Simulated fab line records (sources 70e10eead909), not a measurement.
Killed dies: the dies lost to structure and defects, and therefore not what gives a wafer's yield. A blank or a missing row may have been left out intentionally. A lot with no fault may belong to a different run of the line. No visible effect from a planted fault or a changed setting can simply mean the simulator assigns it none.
Matching of chambers    flow nand harc    NHARC_P_CONTACT_ALD_22 on ald metal-04: 4 sister chambers
The step deposits TiN, target thk 3 nm, pulse time 1 s, ald cycles 150. 4 wafers are shown with their chamber, then 7 later ones without.

## WAFERS WITH THEIR CHAMBER
wafer   chamber  heater power w (W)
L080.5  0        1077
L089.5  2        978
L091.2  3        1079
L091.3  1        1122

## WAFERS WITHOUT THEIR CHAMBER
wafer   heater power w (W)
L091.6  1082
L094.1  1125
L094.4  1032
L094.5  1126
L095.1  1152
L095.4  1128
L095.5  1145

## EACH ONE'S CHAMBER
wafer   from the rows above           in truth
L091.6  can't be placed: 3 or 0 or 1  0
L094.1  can't be placed: 1 or 3       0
L094.4  can't be placed: 0 or 3 or 2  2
L094.5  can't be placed: 1 or 3       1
L095.1  can't be placed: 1 or 3       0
L095.4  can't be placed: 1 or 3       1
L095.5  can't be placed: 1 or 3       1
0 of 7 placed correctly. These rows do not allow placing 7 (true chamber among the candidates in 5). 0 placed wrongly.
How it was worked out, from the rows above alone: a wafer's distance from a chamber is the root of the sum, over the readings, of the square of ((its reading less the chamber's mean) divided by the reading's scatter). The wafer belongs to the nearest chamber; if the next one is less than 2 further off, it can't be placed. The mean given for a chamber averages the wafers shown for that chamber. The scatter: root of mean squared gap, hidden wafer to nearest shown wafer, with one shown wafer a chamber.
